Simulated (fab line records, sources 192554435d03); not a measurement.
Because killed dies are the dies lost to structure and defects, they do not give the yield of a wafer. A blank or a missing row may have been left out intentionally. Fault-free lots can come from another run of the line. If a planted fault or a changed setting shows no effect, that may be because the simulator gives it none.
Chamber matching + flow n5-finfet + 3 sister chambers for N5_BEOL_M2_STRIP_19 on rie-diel-04
The step strips in O2. 3 wafers are shown with their chamber, then 8 later ones without.

WAFERS PAIRED WITH THEIR CHAMBERS
| wafer  | chamber | drypump-motor-current-A (A) |
|--------|---------|-----------------------------|
| L089.1 | 2       | 5.76                        |
| L089.6 | 1       | 6.03                        |
| L091.2 | 3       | 6.13                        |

WAFERS WITHOUT THEIR CHAMBER
| wafer  | drypump-motor-current-A (A) |
|--------|-----------------------------|
| L091.3 | 5.82                        |
| L091.5 | 6.15                        |
| L093.3 | 5.81                        |
| L093.4 | 5.78                        |
| L093.6 | 6.13                        |
| L092.1 | 5.82                        |
| L092.4 | 6.04                        |
| L092.5 | 6.11                        |

CHAMBER TAKEN BY EACH
| wafer  | from the rows above     | in truth |
|--------|-------------------------|----------|
| L091.3 | 2                       | 2        |
| L091.5 | 3                       | 3        |
| L093.3 | 2                       | 2        |
| L093.4 | 2                       | 2        |
| L093.6 | 3                       | 3        |
| L092.1 | 2                       | 2        |
| L092.4 | 1                       | 1        |
| L092.5 | can't be placed: 3 or 1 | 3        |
Correct placement for 7 of the 8. Unplaceable from these rows: 1, with the true chamber sitting among the candidates in 1. Wrongly placed: 0.
How it was worked out, from the rows above alone: a wafer's distance from a chamber is the root of the sum, over the readings, of the square of ((its reading less the chamber's mean) divided by the reading's scatter). If the next closest chamber is less than 2 further off than the closest, the wafer can't be placed; otherwise it belongs to the closest. For every chamber, the mean is computed from those of its wafers that are shown. The scatter: root of mean squared gap, hidden wafer to nearest shown wafer, with one shown wafer a chamber.
